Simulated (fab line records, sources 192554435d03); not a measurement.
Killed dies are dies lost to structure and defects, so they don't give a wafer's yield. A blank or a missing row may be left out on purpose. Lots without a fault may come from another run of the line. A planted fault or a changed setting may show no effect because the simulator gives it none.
One fault seen from 2 desks | flow n5_finfet | each desk has only its own numbers; what lay behind them comes last

THE METROLOGY DESK
What the gauges read, lot by lot, whatever tool the lot ran on: means of the sampled wafers that have a number. A lot is out of limits, marked OUT, if its mean lies more than 4 standard deviations from the usual mean; the brackets give that distance. Of its 10 readings 7 are shown: those that lie furthest out on some lot.
Columns: A = DIBL_N at N5_BEOL_M4_RC_MEAS_101, usual 36.3 mV/V; B = IOFF_N at N5_BEOL_M4_RC_MEAS_101, usual 0.16 nA/um; C = IOFF_P at N5_BEOL_M4_RC_MEAS_101, usual 0.21 nA/um; D = ION_N at N5_BEOL_M4_RC_MEAS_101, usual 672 uA/um; E = SS_N at N5_BEOL_M4_RC_MEAS_101, usual 71.6 mV/dec; F = VT_N at N5_BEOL_M4_RC_MEAS_101, usual 250 mV; G = VT_P at N5_BEOL_M4_RC_MEAS_101, usual -251 mV
lot  | first seen here | A    | B    | C    | D   | E    | F   | G
L216 | day 9 08:39     | 34.0 | 0.13 | 0.18 | 668 | 70.5 | 253 | -253
L224 | day 13 00:12    | 37.7 | 0.17 | 0.21 | 679 | 71.4 | 249 | -250
L226 | day 13 15:07    | 35.5 | 0.14 | 0.19 | 666 | 71.4 | 251 | -249
L233 | day 14 14:32    | 38.3 | 0.23 | 0.26 | 688 | 72.3 | 243 | -246
This desk's finding: nothing out of limits on any of the 4 lots.

THE TOOL OWNER'S DESK: litho_track-02
The tool's own readings at N5_BEOL_M3_COAT_61 (time 60 s, resist thk 60 nm): means of the sampled wafers that have a number, for each lot that ran on this tool. A lot is out of limits, marked OUT, if its mean lies more than 4 standard deviations from the usual mean; the brackets give that distance.
Columns: A = spin_speed_rpm at N5_BEOL_M3_COAT_61, usual 1499.8 rpm
lot  | first seen here | A
L216 | day 8 11:57     | 1499.3
L226 | day 12 01:28    | 1592.6 (+99 or more) OUT
L224 | day 12 02:57    | 1592.7 (+99 or more) OUT
This desk's finding: out of limits on L224, L226; first on L226, day 12 01:28 (spin_speed_rpm at N5_BEOL_M3_COAT_61). In limits: L216.

PUT TOGETHER
The tool owner's desk could have raised an alarm at day 12 01:28, on L224, L226.
The metrology desk saw nothing out of limits.
The metrology desk has L224, L226 on record, within its limits.
Of the lots named, all ran N5_BEOL_M3_COAT_61 on litho_track-02.

WHAT THE SIMULATOR HAD PUT IN
Process parameter drift: litho_track-02, from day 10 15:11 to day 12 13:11, at N5_BEOL_M3_COAT_61. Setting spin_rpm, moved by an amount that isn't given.
Lots struck among those shown: L224, L226.
Hours from the fault's start to each desk's first reading out of limits: the tool owner's desk, 34.
